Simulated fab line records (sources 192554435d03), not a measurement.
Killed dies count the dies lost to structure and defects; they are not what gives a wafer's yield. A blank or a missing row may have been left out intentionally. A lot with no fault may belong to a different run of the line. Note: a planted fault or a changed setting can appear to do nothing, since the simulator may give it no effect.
Commonality check across tools | flow n5_finfet | 10 lots, 29 wafers sampled

== WHY IT WAS OPENED ==
At N5_BEOL_M9_INSPECT_13 the reading raw_defect_count is flagged on 2 of 10 lots. No-fault wafers: 400, standard deviation 99.
Rule: a lot gets a flag if all its wafers with a number sit over 4 standard deviations from that mean, or if no wafer of it has a number. The rest of the lots are taken to be sound.

lot  | measured     | on                | raw_defect_count, wafer by wafer | flag
L686 | day 14 00:45 | defect_inspect-01 | 368 288 354                      |
L684 | day 14 04:10 | defect_inspect-02 | 435 402 467                      |
L688 | day 14 15:10 | defect_inspect-01 | 391 359 308                      |
L691 | day 15 01:54 | defect_inspect-02 | 1087 1115 1015                   | FLAGGED
L692 | day 15 15:46 | defect_inspect-02 | 1005 1070 1039                   | FLAGGED
L696 | day 16 07:11 | defect_inspect-01 | 412 323 456                      |
L698 | day 17 11:15 | defect_inspect-02 | 541 555                          |
L704 | day 18 17:06 | defect_inspect-01 | 393 355 411                      |
L706 | day 19 00:46 | defect_inspect-02 | 640 496 434                      |
L707 | day 19 11:59 | defect_inspect-01 | 598 699 445                      |
On average the flagged lots' numbers are 1055, which is +655 against the usual, or +7 standard deviations.

== LOT BY LOT: THE TOOL USED ==
The record holds 3 process steps before the reading, out of a route of 1938 steps. Every cell lists first the tool, next ch and the chambers used by the sampled wafers, and last the start.
lot  | flag    | N5_BEOL_M8_DEP_56               | N5_BEOL_M9_ILD_DEP_00           | N5_BEOL_M9_PECVD_70
L686 |         | pecvd-02 ch 1,2, day 13 22:41   | pecvd-04 ch 0,2, day 13 22:49   | pecvd-04 ch 0,1,2, day 13 23:26
L684 |         | pecvd-02 ch 0,1,2, day 14 01:10 | pecvd-04 ch 0,1,2, day 14 01:18 | pecvd-03 ch 1,2, day 14 01:56
L688 |         | pecvd-02 ch 0,1, day 14 11:58   | pecvd-02 ch 0,1,2, day 14 12:06 | pecvd-03 ch 0,2, day 14 12:44
L691 | FLAGGED | pecvd-02 ch 0,1,2, day 14 23:27 | pecvd-04 ch 1,2, day 14 23:35   | pecvd-04 ch 0,1,2, day 15 00:13
L692 | FLAGGED | pecvd-03 ch 0,2, day 15 14:28   | pecvd-04 ch 1,2, day 15 14:35   | pecvd-02 ch 0,1,2, day 15 15:13
L696 |         | pecvd-02 ch 0,1, day 16 03:58   | pecvd-02 ch 0,1, day 16 04:08   | pecvd-03 ch 0,1, day 16 04:46
L698 |         | pecvd-02 ch 0,1, day 17 08:07   | pecvd-03 ch 1,2, day 17 08:15   | pecvd-03 ch 0,2, day 17 09:10
L704 |         | pecvd-02 ch 0,2, day 18 14:26   | pecvd-04 ch 0,1,2, day 18 14:35 | pecvd-04 ch 1,2, day 18 15:13
L706 |         | pecvd-02 ch 0,2, day 18 22:55   | pecvd-04 ch 0,1,2, day 18 23:05 | pecvd-02 ch 0,2, day 18 23:56
L707 |         | pecvd-03 ch 0,1, day 19 08:48   | pecvd-04 ch 1,2, day 19 08:56   | pecvd-04 ch 0,1, day 19 09:34
What these steps do:
- N5_BEOL_M8_DEP_56: deposits SiCN from 3MS/NH3, target thk 10 nm, time 17.5 s.
- N5_BEOL_M9_ILD_DEP_00: deposits SiCOH lowk from DEMS/porogen, target thk 308.51 nm, time 58 s.
- N5_BEOL_M9_PECVD_70: deposits SiO2 from TEOS/O2, target thk 20 nm, time 22.7 s.
- N5_BEOL_M9_INSPECT_13: inspects for defects (brightfield).

== FLAGGED OVER TOTAL, TOOL BY TOOL (the gauges that took the reading come last) ==
step                  | tool              | lots run | flagged | share of the flagged lots | sound lots run after its first flagged lot
N5_BEOL_M8_DEP_56     | pecvd-02          | 8        | 1       | some                      | 4 (L696,L698,L704,L706)
N5_BEOL_M8_DEP_56     | pecvd-03          | 2        | 1       | some                      | 1 (L707)
N5_BEOL_M9_ILD_DEP_00 | pecvd-02          | 2        | 0       | none                      | -
N5_BEOL_M9_ILD_DEP_00 | pecvd-03          | 1        | 0       | none                      | -
N5_BEOL_M9_ILD_DEP_00 | pecvd-04          | 7        | 2       | all                       | 3 (L704,L706,L707)
N5_BEOL_M9_PECVD_70   | pecvd-02          | 2        | 1       | some                      | 1 (L706)
N5_BEOL_M9_PECVD_70   | pecvd-03          | 4        | 0       | none                      | -
N5_BEOL_M9_PECVD_70   | pecvd-04          | 4        | 1       | some                      | 2 (L704,L707)
N5_BEOL_M9_INSPECT_13 | defect_inspect-01 | 5        | 0       | none                      | -
N5_BEOL_M9_INSPECT_13 | defect_inspect-02 | 5        | 2       | all                       | 2 (L698,L706)

== WHAT THE TABLE ALLOWS ==
In 2 table rows, all flagged lots were run: pecvd-04 (N5_BEOL_M9_ILD_DEP_00), defect_inspect-02 (N5_BEOL_M9_INSPECT_13).
- pecvd-04 at N5_BEOL_M9_ILD_DEP_00 ran 7 lots, 2 of them flagged. After the first flagged lot (L704, L706, L707), sound lots still ran on it; a lasting fault on the whole tool would not permit that.
- defect_inspect-02 at N5_BEOL_M9_INSPECT_13 ran 5 lots, 2 of them flagged. After the first flagged lot (L698, L706), sound lots still ran on it; a lasting fault on the whole tool would not permit that.
Not one row of the table ran every flagged lot while running no sound lot after the first.

== WHAT HAD BEEN PUT IN BY THE SIMULATOR ==
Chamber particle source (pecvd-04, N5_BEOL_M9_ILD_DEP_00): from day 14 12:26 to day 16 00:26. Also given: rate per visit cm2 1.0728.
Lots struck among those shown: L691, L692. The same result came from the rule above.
